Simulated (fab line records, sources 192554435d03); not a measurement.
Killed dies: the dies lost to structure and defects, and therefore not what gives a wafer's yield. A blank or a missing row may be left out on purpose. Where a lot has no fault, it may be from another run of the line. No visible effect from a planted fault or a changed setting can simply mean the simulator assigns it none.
Split-lot study -- flow n5_finfet -- on a route of 1938 steps: 7 lots, 39 wafers read

## SPLIT DETAILS
At N5_BEOL_M14_SPUTTER_43 (material TaN, target thk 15 nm, time 24.19 s), the setting target_thk_a was moved away from the recipe's 150 angstrom on 12 of the 39 wafers read, by -36.7% to +19.0%. The other wafers ran this setting at the recipe's value.

## FROM THE SPLIT TO THE READING: what the file shows between them, 4 steps
- N5_BEOL_M14_SPUTTER_44: material Ta, target thk 15 nm, time 24.19 s
- N5_BEOL_M14_SPUTTER_45: material Cu, target thk 100 nm, time 16.67 s
- N5_BEOL_M14_ECD_47: material Cu, target thk 1248 nm
- N5_BEOL_M14_ANNEAL_48: time 90 s

## THE READING
barrier_field_endpoint_s, in s, at N5_BEOL_M14_CMP_49 (polishes, stops on SiO2, t overpolish 5.2 s, target thk 560 nm). A value of 11.6 s with a standard deviation of 0.39 s is what fault-free wafers of this fab line usually give.

wafer,"tool, chamber at the split","target_thk_a as run, angstrom",against the recipe,"barrier_field_endpoint_s, s",against lot-mates on the recipe
L080.1,"pvd_sputter-01, -",150,recipe,11.4,-
L080.3,"pvd_sputter-01, -",150,recipe,12.0,-
L080.4,"pvd_sputter-01, -",150,recipe,11.8,-
L080.2,"pvd_sputter-01, -",178.5,+19.0%,12.3,+0.6
L080.5,"pvd_sputter-01, -",178.5,+19.0%,12.5,+0.8
L080.6,"pvd_sputter-01, -",178.5,+19.0%,13.6,+1.9
L082.4,"pvd_sputter-03, -",150,recipe,11.3,-
L082.2,"pvd_sputter-03, -",150,recipe,11.7,-
L082.3,"pvd_sputter-03, -",150,recipe,12.2,-
L082.1,"pvd_sputter-03, -",150,recipe,11.3,-
L082.6,"pvd_sputter-03, -",150,recipe,11.3,-
L082.5,"pvd_sputter-03, -",150,recipe,12.0,-
L083.2,"pvd_sputter-01, -",150,recipe,11.3,-
L083.1,"pvd_sputter-01, -",150,recipe,11.9,-
L083.5,"pvd_sputter-01, -",150,recipe,11.1,-
L085.1,"pvd_sputter-02, -",111.4,-25.7%,10.9,-1.2
L085.2,"pvd_sputter-02, -",150,recipe,11.5,-
L085.4,"pvd_sputter-02, -",111.4,-25.7%,10.4,-1.7
L085.3,"pvd_sputter-02, -",150,recipe,12.3,-
L085.5,"pvd_sputter-02, -",150,recipe,12.5,-
L085.6,"pvd_sputter-02, -",111.4,-25.7%,10.1,-2.0
L088.1,"pvd_sputter-01, -",150,recipe,11.6,-
L088.4,"pvd_sputter-01, -",150,recipe,11.9,-
L088.2,"pvd_sputter-01, -",150,recipe,12.0,-
L088.3,"pvd_sputter-01, -",150,recipe,11.3,-
L088.5,"pvd_sputter-01, -",150,recipe,11.4,-
L088.6,"pvd_sputter-01, -",150,recipe,12.0,-
L091.4,"pvd_sputter-01, -",150,recipe,11.3,-
L091.2,"pvd_sputter-01, -",150,recipe,12.0,-
L091.1,"pvd_sputter-01, -",120.6,-19.6%,10.5,-0.9
L091.3,"pvd_sputter-01, -",150,recipe,11.0,-
L091.6,"pvd_sputter-01, -",120.6,-19.6%,10.1,-1.3
L091.5,"pvd_sputter-01, -",120.6,-19.6%,10.7,-0.7
L092.3,"pvd_sputter-02, -",150,recipe,11.3,-
L092.2,"pvd_sputter-02, -",94.94,-36.7%,9.6,-2.1
L092.1,"pvd_sputter-02, -",94.94,-36.7%,9.7,-2.0
L092.4,"pvd_sputter-02, -",150,recipe,11.5,-
L092.6,"pvd_sputter-02, -",94.94,-36.7%,9.4,-2.3
L092.5,"pvd_sputter-02, -",150,recipe,12.4,-

THE FIT
A straight line over all 39 wafers: barrier_field_endpoint_s changes by +0.0562 s for each +1% of target_thk_a; r = +0.89; the points scatter about the line by 0.41 s.
The same after taking each lot's own level away (the mean of its wafers on the recipe; 39 wafers): +0.0585 s for each +1%; r = +0.91; scatter 0.38 s.
Per that fit: largest target_thk_a move, reading shift of 2.1 s.
The lots' own levels span 11.43 to 12.10 s, that is 1.7 times the standard deviation above.
Consequently the slope shifts little with the lot-to-lot level, the two slopes agreeing.
Check: for one of the wafers moved furthest among these (-36.7%), held out of the fit, the line's prediction against its lot-mates is -2.16 s. It came out at -2.13 s against them.

## THE OTHER SPLITS THESE WAFERS WENT THROUGH
These wafers also went through other splits before the reading. Each is held against what the fit with the lots' levels taken away leaves over:
other split on the same wafers,wafers away from the commonest value,r with barrier_field_endpoint_s (lot level and that fit taken away)
N5_BEOL_M13_TRENCH_ETCH_34 time_s,15,+0.05

## THE WHOLE CHAIN: every reading that the file lists as answering this split, in the file's order
step,what it does,reading,change (the file's fit),r (the file's)
N5_BEOL_M14_SPUTTER_43,"material TaN, target thk 15 nm, time 24.19 s","TaN_of_BEOL_M14_SPUTTER_43.thk_nm (the simulator's own value, which no gauge read)",+0.151 nm for each +1% of the setting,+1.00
N5_BEOL_M14_CMP_49,"polishes, stops on SiO2, t overpolish 5.2 s, target thk 560 nm",barrier_field_endpoint_s,+0.058 s for each +1% of the setting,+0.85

## FILE'S OWN FIT
barrier_field_endpoint_s changes by +0.058 s for each +1% of target_thk_a, r = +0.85.
